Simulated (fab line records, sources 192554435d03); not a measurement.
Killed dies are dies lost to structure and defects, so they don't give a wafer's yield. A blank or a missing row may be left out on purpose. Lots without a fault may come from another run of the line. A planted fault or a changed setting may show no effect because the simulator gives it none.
fab line records | flow n5_finfet
record lots=9 wafers=26 last_day=19
route steps=1938 shown BEOL_M4@1063 PASSIVATION@1936
lots that met no fault: from a run of the same line without faults
start_h: hours from the record's first day to the start of the lot's first wafer shown | wait_h: hours since the lot's step before | " the same as in the row above | L1.1+2: a row that stands for several wafers | - no value, or no start given | * or withheld: withheld | < > ~ a bound
route shown NAME@n: a module of which the file shows steps, and the number in the route of the first | usual: mean/standard deviation of fault-free wafers | same: alike in all rows | chamber/n: place in a boat | sites: the reading at each site | _std_site: their standard deviation | _edge_site: outer sites' mean less inner sites' | radius_mm: how far each site lies from the wafer's centre | mask NAME#n: copy n | behind: the tool/chamber that last shaped the wafer | hold: why the lot was held/for how many hours/how that ended | device: the transistor (n, p or np) that didn't switch | end of line: the same wafers' tests at the end of the route | a step without rows: its recipe alone | killed: dies lost to structure and defects at the first sort, not the wafer's yield | map: a wafer's dies, x killed, . not, _ none there
set.NAME: the setting as run; set.NAME@STEP: as run at that earlier step | model.NAME: the simulator's own value behind a step, which no gauge read
steps of the route over a sample of lots; a table a step, a row a wafer
services: from which hour (start_h, from the record's first day; less than 0 if before it) a tool's chamber was out of use, for how many hours, and why
## steps
# step N5_BEOL_M4_ETCHBACK_99
# recipe chemistry=CHF3 target=SiO2 target_depth_a=50 time_s=10.4 source_w=215 bias_w=47 Ar_flow_sccm=200 CHF3_flow_sccm=12 ion_energy_ev=100 pressure_mtorr=30
# usual bias_w=47.02/0.14 drypump_motor_current_A=5.7/0.44 oes_product_au=0.79/0.087 rf_fwd_power_W=212.6/1 rf_vpp_V=239/4.1 showerhead_plenum_p_Torr=2.17/0.043 throttle_valve_pct=17.04/0.18
# columns lot.wafer tool chamber start_h wait_h bias_w drypump_motor_current_A oes_product_au rf_fwd_power_W rf_hours_counter_h rf_vpp_V showerhead_plenum_p_Torr throttle_valve_pct
L161.3 rie_diel-06 2 193.70 27.0 46.73 6.3 0.70 210.3 209 249 2.13 17.18
L161.5 " 3 " " 46.85 5.8 0.73 213.7 - 235 2.13 17.11
L161.6 " 0 " " 47.09 5.8 0.88 212.8 - 244 2.18 16.91
L165.1 rie_diel-06 1 213.05 13.3 47.15 5.7 0.84 212.6 47 238 2.19 16.85
L165.3 " 3 " " 47.13 5.8 0.72 213.5 185 234 2.13 17.14
L165.4 " 2 " " 46.88 6.3 0.70 212.2 213 249 2.13 17.20
L166.1 rie_diel-05 1 234.16 8.0 47.28 5.4 0.72 212.1 189 238 2.12 17.27
L166.3 " 3 " " 47.14 5.3 0.86 211.2 47 236 2.18 16.85
L166.6 " 2 " " 46.90 5.5 0.67 213.2 - 240 2.13 17.18
L168.1 rie_diel-06 1 234.17 6.8 46.72 5.8 0.83 212.0 55 239 2.19 16.85
L168.2 " 2 " " 46.83 6.3 0.69 211.7 220 249 2.12 17.22
L168.5 " 1 " " 46.66 5.7 0.83 212.1 - 238 2.19 16.86
L172.1 rie_diel-05 0 271.04 0.3 47.12 6.2 0.70 212.8 202 244 2.13 17.32
L172.6 " 0 " " 46.99 6.2 0.68 212.4 - 242 2.13 17.32
L177.1 rie_diel-02 0 296.56 13.2 47.19 5.2 0.91 212.3 13 237 2.19 16.97
L177.3 " 2 " " 46.84 5.8 0.79 212.8 88 234 2.16 17.00
L177.5 " 3 " " 46.82 6.4 0.83 213.9 - 243 2.25 16.91
L180.1 rie_diel-05 1 312.44 19.3 47.17 5.4 0.70 213.6 219 240 2.11 17.31
L180.3 " 2 " " 47.18 5.5 0.93 212.0 6 241 2.12 16.75
L180.5 " 2 " " 46.85 5.5 0.93 213.4 - 240 2.12 16.75
L183.1 rie_diel-05 3 338.28 16.3 46.98 5.3 0.81 210.0 88 234 2.16 16.92
L183.3 " 1 " " 46.88 5.4 0.70 212.4 230 239 2.11 17.31
L183.4 " 2 " " 47.09 5.5 0.91 213.5 15 242 2.12 16.78
L184.1 rie_diel-02 0 342.73 15.8 47.01 5.2 0.87 213.3 31 237 2.18 16.98
L184.3 " 2 " " 46.97 5.8 0.78 212.6 107 234 2.15 17.05
L184.6 " 0 " " 46.92 5.2 0.87 212.2 - 237 2.18 16.98
# step N5_BEOL_M4_TRENCH_ETCH_37
# recipe chemistry=C4F6/O2 target_depth_a=555.55 target=SiOC time_s=29.2 ion_energy_ev=250 pressure_mtorr=30 source_w=355 bias_w=185 Ar_flow_sccm=300 C4F6_flow_sccm=10 O2_flow_sccm=10
# usual bias_w=185.0/0.54 drypump_motor_current_A=5.7/0.44 oes_product_au=0.79/0.088 rf_fwd_power_W=350.3/2.1 rf_vpp_V=661/11 showerhead_plenum_p_Torr=2.86/0.055 throttle_valve_pct=20.82/0.16
# columns lot.wafer tool chamber start_h wait_h bias_w drypump_motor_current_A oes_product_au rf_fwd_power_W rf_hours_counter_h rf_vpp_V showerhead_plenum_p_Torr throttle_valve_pct
L161.3 rie_diel-06 2 - - 184.6 6.3 0.70 347.0 209 689 2.82 20.92
L161.5 " 3 " " 186.0 5.8 0.73 350.7 - 647 2.82 20.89
L161.6 " 0 " " 184.9 5.8 0.89 348.1 - 673 2.88 20.74
L165.1 rie_diel-06 1 - - 185.9 5.7 0.84 349.4 47 658 2.90 20.64
L165.3 " 3 " " 185.7 5.8 0.73 354.3 186 647 2.82 20.88
L165.4 " 2 " " 184.6 6.3 0.70 346.2 213 687 2.81 20.95
L166.1 rie_diel-05 1 - - 185.8 5.4 0.71 350.5 189 656 2.80 20.98
L166.3 " 3 " " 185.2 5.3 0.86 347.0 47 650 2.88 20.64
L166.6 " 2 " " 184.4 5.5 0.66 350.6 - 667 2.82 20.94
L168.1 rie_diel-06 1 - - 184.5 5.7 0.83 348.6 55 660 2.89 20.66
L168.2 " 2 " " 184.7 6.3 0.69 349.9 220 688 2.81 20.95
L168.5 " 1 " " 184.7 5.7 0.83 349.0 - 659 2.89 20.66
L172.1 rie_diel-05 0 - - 185.5 6.2 0.68 350.6 202 670 2.82 21.09
L172.6 " 0 " " 185.8 6.2 0.68 349.4 - 667 2.82 21.10
L177.1 rie_diel-02 0 - - 185.1 5.2 0.91 351.5 13 653 2.89 20.76
L177.3 " 2 " " 184.5 5.8 0.79 352.1 88 646 2.86 20.83
L177.5 " 3 " " 185.9 6.3 0.85 352.8 - 668 2.97 20.66
L180.1 rie_diel-05 1 - - 185.2 5.4 0.71 349.2 219 657 2.79 21.03
L180.3 " 2 " " 184.8 5.5 0.94 353.1 6 669 2.81 20.59
L180.5 " 2 " " 184.4 5.5 0.94 352.0 - 668 2.81 20.58
L183.1 rie_diel-05 3 - - 183.7 5.3 0.81 346.6 88 650 2.86 20.72
L183.3 " 1 " " 184.5 5.4 0.70 351.6 230 657 2.79 21.05
L183.4 " 2 " " 185.1 5.5 0.91 353.6 15 667 2.81 20.61
L184.1 rie_diel-02 0 - - 185.2 5.2 0.87 352.4 31 652 2.89 20.77
L184.3 " 2 " " 185.6 5.8 0.78 353.6 107 647 2.85 20.83
L184.6 " 0 " " 186.0 5.2 0.87 351.4 - 653 2.89 20.78
# step N5_BEOL_M4_STRIP_97
# recipe chemistry=N2/H2 time_s=10 power_w=450 temp_c=40 pressure_mtorr=20 rf_frequency_hz=6e+07 bias_power_w=7 n2_flow_sccm=200 h2_flow_sccm=200
# usual drypump_motor_current_A=5.7/0.44 oes_product_au=0.80/0.087 rf_vpp_V=59.3/0.83 showerhead_plenum_p_Torr=2.56/0.057 throttle_valve_pct=23.59/0.28
# columns lot.wafer tool chamber start_h wait_h drypump_motor_current_A oes_product_au rf_hours_counter_h rf_vpp_V showerhead_plenum_p_Torr throttle_valve_pct
L161.3 rie_diel-06 2 - - 6.3 0.72 209 58.2 2.51 23.54
L161.5 " 3 " " 5.8 0.73 - 58.8 2.51 23.45
L161.6 " 0 " " 5.8 0.89 - 59.8 2.57 23.87
L165.1 rie_diel-06 1 - - 5.7 0.84 47 60.0 2.61 23.55
L165.3 " 3 " " 5.8 0.71 186 57.7 2.50 23.45
L165.4 " 2 " " 6.3 0.71 213 59.7 2.50 23.54
L166.1 rie_diel-05 1 - - 5.4 0.73 190 58.3 2.52 23.84
L166.3 " 3 " " 5.3 0.86 47 61.4 2.59 23.89
L166.6 " 2 " " 5.5 0.67 - 58.8 2.51 23.59
L168.1 rie_diel-06 1 - - 5.7 0.82 55 59.7 2.60 23.58
L168.2 " 2 " " 6.3 0.70 220 60.5 2.50 23.55
L168.5 " 1 " " 5.8 0.82 - 58.9 2.60 23.55
L172.1 rie_diel-05 0 - - 6.3 0.70 202 58.8 2.51 23.85
L172.6 " 0 " " 6.2 0.70 - 58.6 2.51 23.84
L177.1 rie_diel-02 0 - - 5.2 0.91 13 59.8 2.58 23.52
L177.3 " 2 " " 5.8 0.80 88 58.7 2.56 23.69
L177.5 " 3 " " 6.4 0.86 - 59.6 2.66 23.04
L180.1 rie_diel-05 1 - - 5.4 0.71 219 58.5 2.51 23.87
L180.3 " 2 " " 5.5 0.94 7 58.8 2.50 23.25
L180.5 " 2 " " 5.5 0.94 - 58.6 2.50 23.24
L183.1 rie_diel-05 3 - - 5.3 0.81 89 59.3 2.57 23.94
L183.3 " 1 " " 5.4 0.70 230 60.5 2.51 23.90
L183.4 " 2 " " 5.5 0.92 15 59.2 2.50 23.25
L184.1 rie_diel-02 0 - - 5.2 0.86 31 60.1 2.58 23.56
L184.3 " 2 " " 5.8 0.79 107 58.2 2.55 23.71
L184.6 " 0 " " 5.2 0.85 - 60.2 2.58 23.55
# step N5_BEOL_M4_HM_STRIP_39
# recipe chemistry=peroxide_tin_strip material=TiN target_depth_a=250 temp_c=50 time_s=158
# usual run_length_s=166/3.7
# columns lot.wafer tool chamber start_h wait_h run_length_s
L161.3 wet_bench-05 6 194.13 0.0 163
L161.5 " 7 " " 164
L161.6 " 5 " " 163
L165.1 wet_bench-03 5 213.48 0.0 162
L165.3 " 3 " " 164
L165.4 " 6 " " 163
L166.1 wet_bench-05 6 234.59 0.0 163
L166.3 " 5 " " 164
L166.6 " 2 " " 166
L168.1 wet_bench-03 4 236.37 0.0 164
L168.2 " 5 " " 162
L168.5 " 7 " " 163
L172.1 wet_bench-03 2 271.47 0.0 163
L172.6 " 6 " " 164
L177.1 wet_bench-05 0 296.99 0.0 143
L177.3 " 7 " " 144
L177.5 " 6 " " 143
L180.1 wet_bench-05 0 312.87 0.0 143
L180.3 " 1 " " 146
L180.5 " 3 " " 145
L183.1 wet_bench-06 0 338.71 0.0 170
L183.3 " 5 " " 171
L183.4 " 3 " " 170
L184.1 wet_bench-06 2 343.16 0.0 170
L184.3 " 6 " " 172
L184.6 " 0 " " 171
# step N5_BEOL_M4_RC_MEAS_101
# usual DIBL_N=36.0/1.6 DIBL_P=35.8/2 IOFF_N=0.152/0.03 IOFF_P=0.20/0.031 ION_N=670/12 ION_P=459/7.4 SS_N=71.5/0.56 SS_P=73.2/0.64 VT_N=251/3.5 VT_P=-252/3.3
# columns lot.wafer tool chamber start_h wait_h DIBL_N[mV/V] DIBL_P[mV/V] IOFF_N[nA/um] IOFF_P[nA/um] ION_N[uA/um] ION_P[uA/um] SS_N[mV/dec] SS_P[mV/dec] VT_N[mV] VT_P[mV]
L161.3 prober-02 0 200.04 0.3 36.5 36.9 0.170 0.23 681 467 72.2 73.9 246 -247
L161.5 " 0 " " 36.4 36.1 0.159 0.22 664 457 72.2 73.9 251 -246
L161.6 " 0 " " 35.1 35.6 0.143 0.22 675 469 72.0 73.2 252 -246
L165.1 prober-01 0 219.21 0.0 37.4 36.7 0.151 0.20 674 461 71.8 73.6 253 -252
L165.3 " 0 " " 35.9 35.6 0.125 0.18 656 455 71.3 73.2 255 -250
L165.4 " 0 " " 37.2 37.0 0.155 0.20 680 463 72.1 73.6 250 -253
L166.1 prober-01 0 238.45 0.0 33.6 34.2 0.113 0.19 644 456 71.4 72.4 255 -247
L166.3 " 0 " " 36.9 38.5 0.172 0.26 676 473 71.7 73.6 248 -245
L166.6 " 0 " " 34.7 35.2 0.136 0.21 673 473 71.2 72.9 253 -248
L168.1 prober-01 0 241.38 0.0 33.4 30.6 0.099 0.15 645 449 70.3 71.7 256 -254
L168.2 " 0 " " 34.5 33.8 0.123 0.19 671 467 70.3 72.5 252 -251
L168.5 " 0 " " 36.9 35.4 0.152 0.20 662 460 72.2 73.3 249 -249
L172.1 prober-01 0 275.60 0.0 36.2 35.1 0.121 0.17 644 446 71.9 72.7 260 -257
L172.6 " 0 " " 37.3 37.2 0.154 0.21 669 456 72.3 73.1 253 -252
L177.1 prober-01 0 301.95 0.0 37.7 38.1 0.196 0.22 686 459 71.2 73.9 244 -251
L177.3 " 0 " " 34.9 35.4 0.150 0.18 691 471 71.1 72.9 247 -252
L177.5 " 0 " " 34.7 34.2 0.131 0.16 664 449 70.7 72.5 250 -255
L180.1 prober-02 0 317.40 0.0 35.8 34.9 0.155 0.19 680 462 71.8 72.8 249 -252
L180.3 " 0 " " 33.6 31.3 0.109 0.14 653 449 71.5 73.0 257 -256
L180.5 " 0 " " 34.9 33.4 0.135 0.17 674 463 71.9 72.8 250 -253
L183.1 prober-01 0 342.77 0.0 35.3 36.1 0.156 0.23 681 467 71.0 73.7 248 -249
L183.3 " 0 " " 35.7 36.1 0.171 0.22 677 468 71.2 74.0 249 -250
L183.4 " 0 " " 37.0 37.1 0.177 0.23 676 465 71.9 74.4 251 -250
L184.1 prober-02 0 347.34 0.0 34.3 34.4 0.129 0.17 655 454 70.4 72.7 250 -253
L184.3 " 0 " " 31.8 30.1 0.087 0.11 632 435 71.7 71.6 259 -261
L184.6 " 0 " " 33.2 32.1 0.113 0.14 658 449 71.2 72.2 255 -258
# step N5_PASSIVATION_PROBE_49
# usual defect_limited_yield=91.6/1.4 killed_at_M0_to_M3=33/10 killed_at_M4_up=13/5.3 killed_at_contacts=13/5.9 killed_at_front_end=36/12 killed_at_other=4/3.1 killed_dies=99/16 killed_on_rim=13/4.2 killed_open=65/13 killed_short=32/7.3 sort_bin_5_function=4.9/0.9 sort_bin_6_memory=3.1/0.66 sort_bin_8_speed=0.0/0.42 sort_n_pass=1081/17 sort_yield_pct=91.6/1.4
# same gross_dies=1180 killed_at_back_side=0 sort_bin_4_leakage[%]=0
# columns lot.wafer tool chamber start_h wait_h defect_limited_yield[%] killed_at_M0_to_M3 killed_at_M4_up killed_at_contacts killed_at_front_end killed_at_other killed_dies killed_on_rim killed_open killed_short sort_bin_5_function[%] sort_bin_6_memory[%] sort_bin_8_speed[%] sort_n_pass sort_yield_pct[%]
L166.1 prober-01 - 336.55 0.0 91.8 32 17 17 31 0 97 17 70 18 4.4 3.1 0.2 1081 91.6
L166.3 prober-01 - 336.65 0.1 90.9 50 18 5 32 2 107 15 74 32 5.3 3.6 0 1073 90.9
L166.6 prober-01 - 336.80 0.3 91.4 46 12 10 24 9 101 14 74 27 5.7 2.6 0 1079 91.4
L168.1 prober-01 - 341.40 0.0 91.7 31 13 9 42 3 98 14 64 33 5.5 2.4 0 1082 91.7
L168.2 prober-01 - 341.45 0.1 90.8 28 8 14 40 18 108 11 69 36 6.0 3.1 0 1072 90.8
L168.5 prober-01 - 341.60 0.2 91.1 32 17 19 36 1 105 14 74 30 5.5 3.2 0 1075 91.1
L172.1 prober-02 - 379.39 0.0 87.4 52 11 9 72 5 149 20 106 43 7.2 5.0 0.3 1028 87.1
L172.6 prober-02 - 379.64 0.3 90.5 31 11 9 52 9 112 11 80 31 5.7 3.6 0 1068 90.5
L177.1 prober-02 - 414.47 0.0 89.7 29 14 6 68 4 121 14 83 38 6.2 4.0 0 1059 89.7
L177.3 prober-02 - 414.57 0.1 90.7 40 27 10 32 1 110 15 77 32 5.4 3.6 0 1070 90.7
L177.5 prober-02 - 414.67 0.2 92.6 35 4 16 30 2 87 13 66 20 4.0 3.4 0 1093 92.6
# killed by level:class
L166.1 BEOL_M2:geometric_particle:open=14 MOL_CONTACT_COAG:geometric_particle:open=14 FIN_SAQP:geometric_particle:open=9 BEOL_M1:geometric_particle:open=9 BEOL_M4:geometric_particle:open=8 HKMG_FIN:area_etch=8 STARTING-WAFER:geometric_particle:open=4 BEOL_M0_SAQP:geometric_particle:short=4
L166.3 FIN_SAQP:geometric_particle:open=13 BEOL_M2:geometric_particle:open=10 FIN_SAQP:geometric_particle:short=9 BEOL_M0_SAQP:geometric_particle:open=8 BEOL_M0:geometric_particle:open=8 BEOL_M0_SAQP:geometric_particle:short=7 BEOL_M5:geometric_particle:open=7 BEOL_M4:geometric_particle:open=7
L166.6 BEOL_M2:geometric_particle:open=17 BEOL_M0_SAQP:geometric_particle:open=10 FIN_SAQP:geometric_particle:open=9 MOL_CONTACT_COAG:geometric_particle:open=8 BEOL_M4:geometric_particle:open=7 BEOL_M1:geometric_particle:open=6 FIN_SAQP:geometric_particle:short=5 BEOL_M0_SAQP:geometric_particle:short=5
L168.1 BEOL_M3:geometric_particle:open=15 STI_FIN_REVEAL:geometric_particle:open=13 FIN_SAQP:geometric_particle:open=10 FIN_SAQP:geometric_particle:short=8 GATE_CUT:geometric_particle:short=5 MOL_CONTACT_COAG:geometric_particle:open=5 MOL_CONTACT_COAG:geometric_particle:short=4 BEOL_M0_SAQP:geometric_particle:short=4
L168.2 FIN_SAQP:geometric_particle:open=16 MOL_CONTACT_COAG:geometric_particle:open=9 BEOL_M0_SAQP:geometric_particle:open=9 STI_FIN_REVEAL:geometric_particle:open=8 PASS1_CAP:geometric_particle:open=6 MIM_BOT:geometric_particle:short=5 PASS1_CAP:geometric_particle:short=5 FIN_SAQP:geometric_particle:short=4
L168.5 MOL_CONTACT_COAG:geometric_particle:open=14 FIN_SAQP:geometric_particle:open=10 BEOL_M0_SAQP:geometric_particle:open=6 STI_FIN_REVEAL:geometric_particle:open=5 GATE_CUT:geometric_particle:open=5 MOL_CONTACT_COAG:geometric_particle:short=5 BEOL_M1:geometric_particle:open=5 BEOL_M4:geometric_particle:open=5
L172.1 FIN_SAQP:geometric_particle:open=22 STI_FIN_REVEAL:geometric_particle:open=21 FIN_SAQP:geometric_particle:short=14 BEOL_M2:geometric_particle:open=14 MOL_CONTACT_COAG:geometric_particle:open=9 BEOL_M0_SAQP:geometric_particle:short=7 BEOL_M1:geometric_particle:open=7 BEOL_M3:geometric_particle:open=7
L172.6 FIN_SAQP:geometric_particle:open=20 FIN_SAQP:geometric_particle:short=12 STI_FIN_REVEAL:geometric_particle:open=7 MOL_CONTACT_COAG:geometric_particle:open=7 BEOL_M2:geometric_particle:open=6 BEOL_M1:geometric_particle:open=5 BEOL_M3:geometric_particle:open=5 MIM_TOP_ETCH:geometric_particle:open=5
L177.1 STI_FIN_REVEAL:geometric_particle:open=27 FIN_SAQP:geometric_particle:short=9 ILD0:geometric_particle:open=6 BEOL_M3:geometric_particle:open=6 ILD0:geometric_particle:short=5 MOL_CONTACT_COAG:geometric_particle:open=5 BEOL_M4:geometric_particle:open=5 BEOL_M0_SAQP:geometric_particle:short=4
L177.3 BEOL_M2:geometric_particle:open=11 MOL_CONTACT_COAG:geometric_particle:open=8 BEOL_M4:geometric_particle:open=8 BEOL_M0_SAQP:geometric_particle:open=7 STI_FIN_REVEAL:geometric_particle:open=6 BEOL_M1:geometric_particle:open=6 BEOL_M3:geometric_particle:open=5 DUMMY_GATE:geometric_particle:open=4
L177.5 STI_FIN_REVEAL:geometric_particle:open=12 MOL_CONTACT_COAG:geometric_particle:open=12 BEOL_M3:geometric_particle:open=10 BEOL_M2:geometric_particle:open=7 BEOL_M0_SAQP:geometric_particle:open=6 MOL_CONTACT_COAG:geometric_particle:short=4 BEOL_M1:geometric_particle:open=4 DUMMY_GATE:geometric_particle:open=3
## services
# columns tool chamber start_h hours kind
rie_diel-02 0 190.66 4.0 repair
rie_diel-02 2 212.97 7.8 repair
rie_diel-02 0 233.99 1.9 repair
rie_diel-02 0 250.82 - clean
rie_diel-02 0 250.82 - consumable_replace:focus_ring
rie_diel-02 0 250.82 18.0 scheduled_down
rie_diel-02 0 250.82 18.0 vent_cycle
rie_diel-02 1 269.00 - clean
rie_diel-02 1 269.00 - consumable_replace:focus_ring
rie_diel-02 2 274.60 2.7 repair
rie_diel-05 2 276.14 - clean
rie_diel-05 2 276.14 - consumable_replace:focus_ring
rie_diel-05 2 276.14 16.3 scheduled_down
rie_diel-05 2 276.14 16.3 vent_cycle
rie_diel-06 2 318.16 10.9 repair
## key
first_sign step=N5_BEOL_M4_HM_STRIP_39 reading=run_length_s direction=down sigmas=5.9 usual=* struck=*
effect none on later readings
met_at N5_BEOL_M4_HM_STRIP_39
struck_lots L177,L180
not_acting_at N5_BEOL_M4_ETCHBACK_99,N5_BEOL_M4_TRENCH_ETCH_37,N5_BEOL_M4_STRIP_97
onset_between 234.59 296.99
fault kind=process_parameter_drift tool=wet_bench-05 chamber=- onset_h=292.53 steps=N5_BEOL_M4_HM_STRIP_39 channel=time_s offset=* shape=step end_h=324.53 acts_in=* stated=*
